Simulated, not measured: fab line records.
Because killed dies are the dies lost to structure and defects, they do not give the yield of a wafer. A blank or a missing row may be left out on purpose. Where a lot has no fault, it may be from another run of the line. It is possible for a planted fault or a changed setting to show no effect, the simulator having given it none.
Split-lot trial :: flow n5Finfet :: 39 wafers read across 7 lots, on a route 1938 steps long

## ON THE SPLIT
At N5_BEOL_M7_DEP_56 (deposits SiCN from 3MS/NH3, target thk 10 nm, time 17.5 s), the setting timeS was moved away from the recipe's 17.5 s on 18 of the 39 wafers read, by -36.9% to +58.0%. This setting was run at the recipe's value on the other wafers.

The reading comes from the split's own step.

## THE READING
SiCN_of_BEOL_M7_DEP_56.thkNm (the simulator's own value, which no gauge read), in nm, at N5_BEOL_M7_DEP_56 (deposits SiCN from 3MS/NH3, target thk 10 nm, time 17.5 s). The file gives no usual value for it. The 21 wafers here that ran the recipe average 10.0 nm, standard deviation 0.19 nm.

wafer: L074.1
tool, chamber at the split: pecvd-02, 0
timeS as run, s: 17.5
against the recipe: recipe
SiCN_of_BEOL_M7_DEP_56.thkNm, nm: 9.8
against lot-mates on the recipe: -

wafer: L074.2
tool, chamber at the split: pecvd-02, 1,2,0
timeS as run, s: 21.81
against the recipe: +24.6%
SiCN_of_BEOL_M7_DEP_56.thkNm, nm: 12.6
against lot-mates on the recipe: +2.5

wafer: L074.5
tool, chamber at the split: pecvd-02, 1,2,0
timeS as run, s: 21.81
against the recipe: +24.6%
SiCN_of_BEOL_M7_DEP_56.thkNm, nm: 12.6
against lot-mates on the recipe: +2.5

wafer: L074.6
tool, chamber at the split: pecvd-02, 1,2,0
timeS as run, s: 21.81
against the recipe: +24.6%
SiCN_of_BEOL_M7_DEP_56.thkNm, nm: 12.6
against lot-mates on the recipe: +2.5

wafer: L074.3
tool, chamber at the split: pecvd-02, 2,1
timeS as run, s: 17.5
against the recipe: recipe
SiCN_of_BEOL_M7_DEP_56.thkNm, nm: 10.2
against lot-mates on the recipe: -

wafer: L074.4
tool, chamber at the split: pecvd-02, 2,1
timeS as run, s: 17.5
against the recipe: recipe
SiCN_of_BEOL_M7_DEP_56.thkNm, nm: 10.2
against lot-mates on the recipe: -

wafer: L077.1
tool, chamber at the split: pecvd-04, 2
timeS as run, s: 17.5
against the recipe: recipe
SiCN_of_BEOL_M7_DEP_56.thkNm, nm: 9.8
against lot-mates on the recipe: -

wafer: L077.6
tool, chamber at the split: pecvd-04, 2
timeS as run, s: 17.5
against the recipe: recipe
SiCN_of_BEOL_M7_DEP_56.thkNm, nm: 9.8
against lot-mates on the recipe: -

wafer: L077.5
tool, chamber at the split: pecvd-04, 0
timeS as run, s: 17.5
against the recipe: recipe
SiCN_of_BEOL_M7_DEP_56.thkNm, nm: 10.2
against lot-mates on the recipe: -

wafer: L081.1
tool, chamber at the split: pecvd-02, 0
timeS as run, s: 27.65
against the recipe: +58.0%
SiCN_of_BEOL_M7_DEP_56.thkNm, nm: 15.4
against lot-mates on the recipe: +5.3

wafer: L081.2
tool, chamber at the split: pecvd-02, 2,0
timeS as run, s: 17.5
against the recipe: recipe
SiCN_of_BEOL_M7_DEP_56.thkNm, nm: 10
against lot-mates on the recipe: -

wafer: L081.6
tool, chamber at the split: pecvd-02, 2,0
timeS as run, s: 17.5
against the recipe: recipe
SiCN_of_BEOL_M7_DEP_56.thkNm, nm: 10
against lot-mates on the recipe: -

wafer: L081.3
tool, chamber at the split: pecvd-02, 1,2
timeS as run, s: 27.65
against the recipe: +58.0%
SiCN_of_BEOL_M7_DEP_56.thkNm, nm: 15.6
against lot-mates on the recipe: +5.5

wafer: L081.5
tool, chamber at the split: pecvd-02, 1,2
timeS as run, s: 27.65
against the recipe: +58.0%
SiCN_of_BEOL_M7_DEP_56.thkNm, nm: 15.6
against lot-mates on the recipe: +5.5

wafer: L081.4
tool, chamber at the split: pecvd-02, 1
timeS as run, s: 17.5
against the recipe: recipe
SiCN_of_BEOL_M7_DEP_56.thkNm, nm: 10.2
against lot-mates on the recipe: -

wafer: L083.1
tool, chamber at the split: pecvd-02, 0
timeS as run, s: 17.5
against the recipe: recipe
SiCN_of_BEOL_M7_DEP_56.thkNm, nm: 9.8
against lot-mates on the recipe: -

wafer: L083.5
tool, chamber at the split: pecvd-02, 0
timeS as run, s: 17.5
against the recipe: recipe
SiCN_of_BEOL_M7_DEP_56.thkNm, nm: 9.8
against lot-mates on the recipe: -

wafer: L083.2
tool, chamber at the split: pecvd-02, 1,2
timeS as run, s: 22.05
against the recipe: +26.0%
SiCN_of_BEOL_M7_DEP_56.thkNm, nm: 12.8
against lot-mates on the recipe: +2.9

wafer: L083.6
tool, chamber at the split: pecvd-02, 1,2
timeS as run, s: 22.05
against the recipe: +26.0%
SiCN_of_BEOL_M7_DEP_56.thkNm, nm: 12.8
against lot-mates on the recipe: +2.9

wafer: L083.3
tool, chamber at the split: pecvd-02, 2
timeS as run, s: 22.05
against the recipe: +26.0%
SiCN_of_BEOL_M7_DEP_56.thkNm, nm: 12.6
against lot-mates on the recipe: +2.7

wafer: L083.4
tool, chamber at the split: pecvd-02, 1
timeS as run, s: 17.5
against the recipe: recipe
SiCN_of_BEOL_M7_DEP_56.thkNm, nm: 10
against lot-mates on the recipe: -

wafer: L086.1
tool, chamber at the split: pecvd-02, 0
timeS as run, s: 17.5
against the recipe: recipe
SiCN_of_BEOL_M7_DEP_56.thkNm, nm: 9.8
against lot-mates on the recipe: -

wafer: L086.2
tool, chamber at the split: pecvd-02, 1,1,2
timeS as run, s: 11.05
against the recipe: -36.9%
SiCN_of_BEOL_M7_DEP_56.thkNm, nm: 6.4
against lot-mates on the recipe: -3.5

wafer: L086.5
tool, chamber at the split: pecvd-02, 1,1,2
timeS as run, s: 11.05
against the recipe: -36.9%
SiCN_of_BEOL_M7_DEP_56.thkNm, nm: 6.4
against lot-mates on the recipe: -3.5

wafer: L086.6
tool, chamber at the split: pecvd-02, 1,1,2
timeS as run, s: 11.05
against the recipe: -36.9%
SiCN_of_BEOL_M7_DEP_56.thkNm, nm: 6.4
against lot-mates on the recipe: -3.5

wafer: L086.3
tool, chamber at the split: pecvd-02, 2,0
timeS as run, s: 17.5
against the recipe: recipe
SiCN_of_BEOL_M7_DEP_56.thkNm, nm: 10
against lot-mates on the recipe: -

wafer: L086.4
tool, chamber at the split: pecvd-02, 2,0
timeS as run, s: 17.5
against the recipe: recipe
SiCN_of_BEOL_M7_DEP_56.thkNm, nm: 10
against lot-mates on the recipe: -

wafer: L094.1
tool, chamber at the split: pecvd-02, 0
timeS as run, s: 17.5
against the recipe: recipe
SiCN_of_BEOL_M7_DEP_56.thkNm, nm: 9.8
against lot-mates on the recipe: -

wafer: L094.2
tool, chamber at the split: pecvd-02, 1,0,1
timeS as run, s: 23.11
against the recipe: +32.1%
SiCN_of_BEOL_M7_DEP_56.thkNm, nm: 13.2
against lot-mates on the recipe: +3.1

wafer: L094.4
tool, chamber at the split: pecvd-02, 1,0,1
timeS as run, s: 23.11
against the recipe: +32.1%
SiCN_of_BEOL_M7_DEP_56.thkNm, nm: 13.2
against lot-mates on the recipe: +3.1

wafer: L094.6
tool, chamber at the split: pecvd-02, 1,0,1
timeS as run, s: 23.11
against the recipe: +32.1%
SiCN_of_BEOL_M7_DEP_56.thkNm, nm: 13.2
against lot-mates on the recipe: +3.1

wafer: L094.3
tool, chamber at the split: pecvd-02, 2
timeS as run, s: 17.5
against the recipe: recipe
SiCN_of_BEOL_M7_DEP_56.thkNm, nm: 10.2
against lot-mates on the recipe: -

wafer: L094.5
tool, chamber at the split: pecvd-02, 2
timeS as run, s: 17.5
against the recipe: recipe
SiCN_of_BEOL_M7_DEP_56.thkNm, nm: 10.2
against lot-mates on the recipe: -

wafer: L097.1
tool, chamber at the split: pecvd-01, 0
timeS as run, s: 17.5
against the recipe: recipe
SiCN_of_BEOL_M7_DEP_56.thkNm, nm: 10.2
against lot-mates on the recipe: -

wafer: L097.2
tool, chamber at the split: pecvd-01, 2
timeS as run, s: 17.5
against the recipe: recipe
SiCN_of_BEOL_M7_DEP_56.thkNm, nm: 9.8
against lot-mates on the recipe: -

wafer: L097.3
tool, chamber at the split: pecvd-01, 1
timeS as run, s: 27.1
against the recipe: +54.9%
SiCN_of_BEOL_M7_DEP_56.thkNm, nm: 15.4
against lot-mates on the recipe: +5.3

wafer: L097.5
tool, chamber at the split: pecvd-01, 1
timeS as run, s: 27.1
against the recipe: +54.9%
SiCN_of_BEOL_M7_DEP_56.thkNm, nm: 15.4
against lot-mates on the recipe: +5.3

wafer: L097.4
tool, chamber at the split: pecvd-01, 0
timeS as run, s: 17.5
against the recipe: recipe
SiCN_of_BEOL_M7_DEP_56.thkNm, nm: 10.4
against lot-mates on the recipe: -

wafer: L097.6
tool, chamber at the split: pecvd-01, 2
timeS as run, s: 27.1
against the recipe: +54.9%
SiCN_of_BEOL_M7_DEP_56.thkNm, nm: 15.6
against lot-mates on the recipe: +5.5
The file does not say which wafer passed through which chamber wherever a row lists several chambers: such a row stands for several wafers.

FIT RESULTS
A straight line over all 39 wafers: SiCN_of_BEOL_M7_DEP_56.thkNm changes by +0.0982 nm for each +1% of timeS; r = +1.00; the points scatter about the line by 0.17 nm.
The same after taking each lot's own level away (the mean of its wafers on the recipe; 39 wafers): +0.0968 nm for each +1%; r = +1.00; scatter 0.17 nm.
That fit puts the effect of the largest move of timeS on the reading at 5.6 nm.
Measured against the standard deviation above, the lots' own levels, which go from 9.87 to 10.13 nm, span 1.4 times it.
So the lot-to-lot level changes the slope little: the two slopes agree.
Check: +5.69 nm against its lot-mates is what the line predicts for one of the wafers moved furthest among these (+58.0%) when that wafer is left out of the fit. It came out at +5.33 nm against them.

## OTHER SPLITS APPLIED TO THESE WAFERS
Note: prior to the reading, these wafers also went through further splits. Each is held against what the fit with the lots' levels taken away leaves over:
other split on the same wafers: N5_BEOL_M6_ETCH_62 timeS
wafers away from the commonest value: 18
r with SiCN_of_BEOL_M7_DEP_56.thkNm (lot level and that fit taken away): +0.14

## FILE'S OWN FIT
SiCN_of_BEOL_M7_DEP_56.thkNm changes by +0.0973 nm for each +1% of timeS, r = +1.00.
